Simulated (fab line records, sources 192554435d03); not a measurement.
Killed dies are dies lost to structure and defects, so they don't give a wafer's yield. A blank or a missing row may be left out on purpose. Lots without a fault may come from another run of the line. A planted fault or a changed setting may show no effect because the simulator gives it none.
Chamber matching | flow n5_finfet | N5_BEOL_M12_CMP_49 on cmp-04: 4 sister chambers
The step polishes, stops on SiOC, t overpolish 20.6 s, target thk 320 nm. 4 wafers are shown with their chamber, then 8 later ones without.

WAFERS WITH THEIR CHAMBER
wafer  | chamber | motor_current_A (A)
L083.1 | 2       | 6.0
L086.3 | 3       | 7.1
L086.4 | 1       | 5.2
L091.3 | 0       | 5.7

WAFERS WITHOUT THEIR CHAMBER
wafer  | motor_current_A (A)
L091.4 | 7.2
L091.5 | 7.5
L095.1 | 5.6
L095.2 | 6.0
L095.3 | 5.2
L096.1 | 7.1
L096.2 | 5.9
L096.4 | 6.2

WHICH CHAMBER EACH WENT THROUGH
wafer  | from the rows above          | in truth
L091.4 | 3                            | 3
L091.5 | 3                            | 3
L095.1 | can't be placed: 0 or 1 or 2 | 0
L095.2 | can't be placed: 2 or 0      | 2
L095.3 | 1                            | 1
L096.1 | 3                            | 3
L096.2 | can't be placed: 2 or 0      | 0
L096.4 | can't be placed: 2 or 0      | 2
Placed correctly: 4 of 8. Can't be placed from these rows: 4 (the true chamber is among the candidates in 4). Placed wrongly: 0.
How it was worked out, from the rows above alone: a wafer's distance from a chamber is the root of the sum, over the readings, of the square of ((its reading less the chamber's mean) divided by the reading's scatter). The wafer belongs to the nearest chamber; if the next one is less than 2 further off, it can't be placed. A chamber's mean is the mean of its shown wafers. The scatter: with one shown wafer a chamber, the root of the mean of the squares of how far each hidden wafer lies from its nearest shown one.
